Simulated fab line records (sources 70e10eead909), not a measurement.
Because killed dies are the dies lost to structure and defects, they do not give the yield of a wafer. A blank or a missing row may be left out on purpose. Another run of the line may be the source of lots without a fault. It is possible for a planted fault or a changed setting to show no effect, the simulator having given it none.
Which tool did it? + flow nand_harc + 14 lots with 42 wafers sampled at 4 steps, on a route of 1159 steps

WHAT THE GAUGES SHOWED, per wafer
No reading from a measuring or inspecting step in the record can be judged against a usual standard deviation.

TOOL THAT RAN EACH LOT (tool first, then ch and the chambers of the sampled wafers, then the start)
| lot  | NHARC_A_CHANNEL_HOLE_D1_ETCH_20  | NHARC_A_CHANNEL_FILL_D1_ALD_02   | NHARC_A_CHANNEL_FILL_D1_ALD_16   | NHARC_A_CHANNEL_FILL_D1_ETCHBACK_19 |
|------|----------------------------------|----------------------------------|----------------------------------|-------------------------------------|
| L824 | har_etch-02 ch 0, day 8 19:44    | ald_hk-04 ch 2,3, day 9 03:13    | ald_hk-02 ch 0,1,3, day 9 15:26  | rie_si-06 ch 1,3, day 10 03:07      |
| L826 | har_etch-01 ch 0,1, day 8 19:56  | ald_hk-02 ch 0,1,2, day 9 03:19  | ald_hk-04 ch 0,2, day 9 15:25    | rie_si-04 ch 1,2,3, day 10 03:07    |
| L825 | har_etch-02 ch 0,1, day 8 23:54  | ald_hk-03 ch 1,3, day 9 06:04    | ald_hk-02 ch 0,2, day 9 18:16    | rie_si-03 ch 0,3, day 10 03:07      |
| L827 | har_etch-02 ch 0,1, day 9 13:17  | ald_hk-02 ch 0,3, day 9 19:02    | ald_hk-02 ch 0,2,3, day 10 07:23 | rie_si-04 ch 0,1,2, day 10 19:01    |
| L828 | har_etch-01 ch 0,1, day 9 13:38  | ald_hk-03 ch 0,1,3, day 9 19:25  | ald_hk-02 ch 0,1,2, day 10 07:12 | rie_si-03 ch 0,1,3, day 10 19:01    |
| L829 | har_etch-02 ch 0,1, day 9 21:08  | ald_hk-03 ch 0,1,3, day 10 02:59 | ald_hk-02 ch 0,2, day 10 15:17   | rie_si-04 ch 0,3, day 11 02:49      |
| L830 | har_etch-01 ch 0,1, day 9 21:20  | ald_hk-02 ch 0,1,3, day 10 03:05 | ald_hk-02 ch 0,1,2, day 10 15:09 | rie_si-03 ch 1,2,3, day 11 02:50    |
| L831 | har_etch-01 ch 1, day 10 10:34   | ald_hk-04 ch 1,2, day 10 18:54   | ald_hk-02 ch 1,2, day 11 07:02   | rie_si-03 ch 0,3, day 11 18:52      |
| L834 | har_etch-01 ch 0,1, day 11 14:53 | ald_hk-02 ch 1,2,3, day 11 20:41 | ald_hk-02 ch 1,2,3, day 12 09:38 | rie_si-04 ch 1,2,3, day 12 21:23    |
| L835 | har_etch-02 ch 1, day 12 01:34   | ald_hk-03 ch 0,1,3, day 12 07:32 | ald_hk-04 ch 0,1, day 12 21:10   | rie_si-03 ch 1,2, day 13 09:02      |
| L841 | har_etch-02 ch 0,1, day 12 11:15 | ald_hk-04 ch 0,1,2, day 12 17:07 | ald_hk-02 ch 1,2,3, day 13 05:10 | rie_si-06 ch 0,1,3, day 13 17:14    |
| L840 | har_etch-01 ch 0,1, day 12 12:01 | ald_hk-03 ch 1,2,3, day 12 20:58 | ald_hk-02 ch 0,1,3, day 13 09:01 | rie_si-03 ch 2,3, day 13 20:51      |
| L842 | har_etch-01 ch 0,1, day 13 08:41 | ald_hk-03 ch 0,1, day 13 14:25   | ald_hk-04 ch 1,2, day 14 02:39   | rie_si-06 ch 0,1,3, day 14 15:38    |
| L845 | har_etch-02 ch 0,1, day 14 03:13 | ald_hk-02 ch 1,2, day 14 12:26   | ald_hk-03 ch 0,1, day 15 02:17   | rie_si-04 ch 0,2,3, day 15 13:56    |
- NHARC_A_CHANNEL_HOLE_D1_ETCH_20: etches the open film in C4F8/O2/Ar, time 361.9 s, target depth 1600 nm.
- NHARC_A_CHANNEL_FILL_D1_ALD_02: deposits SiO2, target thk 6 nm, pulse time 10 s, ald cycles 60.
- NHARC_A_CHANNEL_FILL_D1_ALD_16: deposits SiO2, target thk 1.5 nm, pulse time 10 s, ald cycles 15.
- NHARC_A_CHANNEL_FILL_D1_ETCHBACK_19: etches the open film in HBr/Cl2, target depth 5 nm, time 1.7 s.

AS READ BY THE TOOLS THEMSELVES (means over the sampled wafers that have a number; for cases with no such wafer, the mark the record gives instead)
NHARC_A_CHANNEL_HOLE_D1_ETCH_20. Usual: drypump_motor_current_A 6.1 A, standard deviation 0.33; showerhead_plenum_p_Torr 3.74 Torr, standard deviation 0.15; throttle_valve_pct 32.156 %, standard deviation 0.0088.
| lot  | tool        | drypump_motor_current_A (A) | showerhead_plenum_p_Torr (Torr) | throttle_valve_pct (%) | flag |
|------|-------------|-----------------------------|---------------------------------|------------------------|------|
| L824 | har_etch-02 | 6.1                         | 3.51                            | 32.151                 |      |
| L826 | har_etch-01 | 5.8                         | 3.82                            | 32.153                 |      |
| L825 | har_etch-02 | 6.3                         | 3.63                            | 32.159                 |      |
| L827 | har_etch-02 | 6.3                         | 3.62                            | 32.159                 |      |
| L828 | har_etch-01 | 5.8                         | 3.82                            | 32.159                 |      |
| L829 | har_etch-02 | 6.3                         | 3.62                            | 32.157                 |      |
| L830 | har_etch-01 | 5.8                         | 3.82                            | 32.157                 |      |
| L831 | har_etch-01 | 5.7                         | 3.82                            | 32.154                 |      |
| L834 | har_etch-01 | 5.8                         | 3.81                            | 32.160                 |      |
| L835 | har_etch-02 | 6.6                         | 3.85                            | 32.158                 |      |
| L841 | har_etch-02 | 6.5                         | 3.73                            | 32.155                 |      |
| L840 | har_etch-01 | 5.8                         | 3.80                            | 32.150                 |      |
| L842 | har_etch-01 | 5.8                         | 3.79                            | 32.146                 |      |
| L845 | har_etch-02 | 6.5                         | 3.72                            | 32.144                 |      |

NHARC_A_CHANNEL_FILL_D1_ALD_02. Usual: heater_power_w 465 W, standard deviation 51; precursor_pulse_height_rel 0.998, standard deviation 0.021.
| lot  | tool      | heater_power_w (W) | precursor_pulse_height_rel | flag |
|------|-----------|--------------------|----------------------------|------|
| L824 | ald_hk-04 | 468                | 0.981                      |      |
| L826 | ald_hk-02 | 476                | 1.010                      |      |
| L825 | ald_hk-03 | 460                | 1.001                      |      |
| L827 | ald_hk-02 | 467                | 0.984                      |      |
| L828 | ald_hk-03 | 433                | 0.986                      |      |
| L829 | ald_hk-03 | 432                | 1.000                      |      |
| L830 | ald_hk-02 | 458                | 0.986                      |      |
| L831 | ald_hk-04 | 554                | 0.998                      |      |
| L834 | ald_hk-02 | 507                | 0.979                      |      |
| L835 | ald_hk-03 | 444                | 1.008                      |      |
| L841 | ald_hk-04 | 518                | 1.019                      |      |
| L840 | ald_hk-03 | 468                | 1.002                      |      |
| L842 | ald_hk-03 | 407                | 1.004                      |      |
| L845 | ald_hk-02 | 490                | 1.008                      |      |

NHARC_A_CHANNEL_FILL_D1_ALD_16. Usual: heater_power_w 488 W, standard deviation 56; precursor_pulse_height_rel 1.000, standard deviation 0.019.
| lot  | tool      | heater_power_w (W) | precursor_pulse_height_rel | flag |
|------|-----------|--------------------|----------------------------|------|
| L824 | ald_hk-02 | 458                | 1.017                      |      |
| L826 | ald_hk-04 | 446                | 1.022                      |      |
| L825 | ald_hk-02 | 479                | 0.997                      |      |
| L827 | ald_hk-02 | 466                | 1.000                      |      |
| L828 | ald_hk-02 | 470                | 1.002                      |      |
| L829 | ald_hk-02 | 486                | 0.997                      |      |
| L830 | ald_hk-02 | 471                | 0.987                      |      |
| L831 | ald_hk-02 | 503                | 0.989                      |      |
| L834 | ald_hk-02 | 507                | 1.010                      |      |
| L835 | ald_hk-04 | 545                | 1.008                      |      |
| L841 | ald_hk-02 | 478                | 0.982                      |      |
| L840 | ald_hk-02 | 442                | 0.999                      |      |
| L842 | ald_hk-04 | 550                | 0.999                      |      |
| L845 | ald_hk-03 | 453                | 0.998                      |      |

NHARC_A_CHANNEL_FILL_D1_ETCHBACK_19. Usual: drypump_motor_current_A 5.7 A, standard deviation 0.38; hbr_flow_sccm 150.0 sccm, standard deviation 0.49; mfc_cl2_sccm 50.00 sccm, standard deviation 0.15; oes_product_au 0.995 a.u., standard deviation 0.017; rf_fwd_power_W 390.4 W, standard deviation 1.4; throttle_valve_pct 26.405 %, standard deviation 0.0093.
| lot  | tool      | drypump_motor_current_A (A) | hbr_flow_sccm (sccm) | mfc_cl2_sccm (sccm) | oes_product_au (a.u.) | rf_fwd_power_W (W) | throttle_valve_pct (%) | flag |
|------|-----------|-----------------------------|----------------------|---------------------|-----------------------|--------------------|------------------------|------|
| L824 | rie_si-06 | 5.9                         | 149.9                | 50.09               | 1.011                 | 391.9              | 26.408                 |      |
| L826 | rie_si-04 | 5.7                         | 150.4                | 50.07               | 1.001                 | 389.1              | 26.410                 |      |
| L825 | rie_si-03 | 5.5                         | 149.7                | 49.85               | 0.992                 | 389.5              | 26.404                 |      |
| L827 | rie_si-04 | 5.8                         | 150.1                | 50.09               | 1.005                 | 390.7              | 26.396                 |      |
| L828 | rie_si-03 | 5.5                         | 149.7                | 50.07               | 0.987                 | 390.1              | 26.399                 |      |
| L829 | rie_si-04 | 5.7                         | 150.2                | 50.01               | 0.993                 | 389.2              | 26.413                 |      |
| L830 | rie_si-03 | 5.7                         | 150.0                | 49.92               | 0.974                 | 389.8              | 26.408                 |      |
| L831 | rie_si-03 | 5.7                         | 150.0                | 49.94               | 0.977                 | 389.5              | 26.406                 |      |
| L834 | rie_si-04 | 5.7                         | 150.4                | 50.12               | 1.011                 | 390.1              | 26.410                 |      |
| L835 | rie_si-03 | 5.9                         | 149.7                | 50.10               | 0.887                 | 390.9              | 26.398                 | OFF  |
| L841 | rie_si-06 | 5.6                         | 150.1                | 50.09               | 1.011                 | 392.2              | 26.401                 |      |
| L840 | rie_si-03 | 6.1                         | 150.6                | 50.02               | 0.893                 | 390.3              | 26.416                 | OFF  |
| L842 | rie_si-06 | 5.6                         | 149.5                | 49.93               | 1.003                 | 392.5              | 26.400                 |      |
| L845 | rie_si-04 | 5.7                         | 150.2                | 49.95               | 1.008                 | 389.5              | 26.404                 |      |

THE ANSWER, worked out from the rows above alone
Rule: lot off if the mean of its wafers having a number is beyond 3 standard deviations from the usual mean. Also off: a lot with no number at a reading for which 4 or more lots have one. All remaining lots with rows at the step are treated as sound. Order of review: gauges by route order, followed by the tools' own readings, for which a lot's mean as printed above is used. The first step at which some lot is off is used, and at that step the reading that is off furthest; a lot without a number counts as furthest.
Off: L835, L840, at NHARC_A_CHANNEL_FILL_D1_ETCHBACK_19 (oes_product_au).
A tool fits if, at that step or a process step before it, it ran every lot that is off, and no sound lot after the first of them. One fits: NHARC_A_CHANNEL_FILL_D1_ETCHBACK_19 on rie_si-03. Its last sound lot is L831 (day 11 18:52), its first lot that is off L835 (day 13 09:02): a fault that began between those two fits.
On the lots that are off, the tool's own readings at NHARC_A_CHANNEL_FILL_D1_ETCHBACK_19 differ by more than 5 times the standard deviation of the sound lots' means, which bears it out; oes_product_au reads 0.890 a.u. there versus 0.998 a.u. on the sound lots.

WHAT THE SIMULATOR HAD PUT IN
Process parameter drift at NHARC_A_CHANNEL_FILL_D1_ETCHBACK_19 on rie_si-03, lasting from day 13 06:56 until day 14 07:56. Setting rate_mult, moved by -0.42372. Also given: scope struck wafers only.
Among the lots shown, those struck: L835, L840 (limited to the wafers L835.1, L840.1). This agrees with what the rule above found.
